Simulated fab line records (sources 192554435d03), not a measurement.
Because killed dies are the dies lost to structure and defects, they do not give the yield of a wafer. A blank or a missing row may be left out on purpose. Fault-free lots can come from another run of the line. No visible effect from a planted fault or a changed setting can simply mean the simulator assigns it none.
Matching of chambers / flow n5_finfet / N5_BEOL_M1_ETCH_64 on rie_diel-03 has 4 sister chambers
The step etches SOC in N2/H2, target depth 75 nm, overetch 15 nm, time 112.5 s. 4 wafers are shown with their chamber, then 9 later ones without.

EACH WAFER AND ITS CHAMBER
wafer=L085.2; chamber=0; drypump_motor_current_A (A)=5.9
wafer=L092.2; chamber=1; drypump_motor_current_A (A)=6.1
wafer=L092.4; chamber=3; drypump_motor_current_A (A)=5.6
wafer=L092.5; chamber=2; drypump_motor_current_A (A)=6.1

WAFERS MISSING THEIR CHAMBER
wafer=L094.2; drypump_motor_current_A (A)=5.9
wafer=L094.3; drypump_motor_current_A (A)=5.6
wafer=L094.5; drypump_motor_current_A (A)=5.9
wafer=L096.2; drypump_motor_current_A (A)=5.6
wafer=L096.4; drypump_motor_current_A (A)=6.2
wafer=L096.5; drypump_motor_current_A (A)=6.1
wafer=L097.3; drypump_motor_current_A (A)=5.6
wafer=L097.5; drypump_motor_current_A (A)=5.9
wafer=L097.6; drypump_motor_current_A (A)=6.1

WHICH CHAMBER EACH WENT THROUGH
wafer=L094.2; from the rows above=0; in truth=0
wafer=L094.3; from the rows above=3; in truth=3
wafer=L094.5; from the rows above=0; in truth=0
wafer=L096.2; from the rows above=3; in truth=3
wafer=L096.4; from the rows above=can't be placed: 1 or 2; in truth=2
wafer=L096.5; from the rows above=can't be placed: 1 or 2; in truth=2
wafer=L097.3; from the rows above=3; in truth=3
wafer=L097.5; from the rows above=0; in truth=0
wafer=L097.6; from the rows above=can't be placed: 1 or 2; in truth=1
Placed correctly: 6 of 9. Cannot be placed on the basis of these rows: 3; the candidates contain the true chamber in 3. Wrongly placed: 0.
How it was worked out, from the rows above alone: a wafer's distance from a chamber is the root of the sum, over the readings, of the square of ((its reading less the chamber's mean) divided by the reading's scatter). The wafer belongs to the nearest chamber; if the next one is less than 2 further off, it can't be placed. Each chamber's mean is taken over the wafers shown for it. The scatter: root of mean squared gap, hidden wafer to nearest shown wafer, with one shown wafer a chamber.
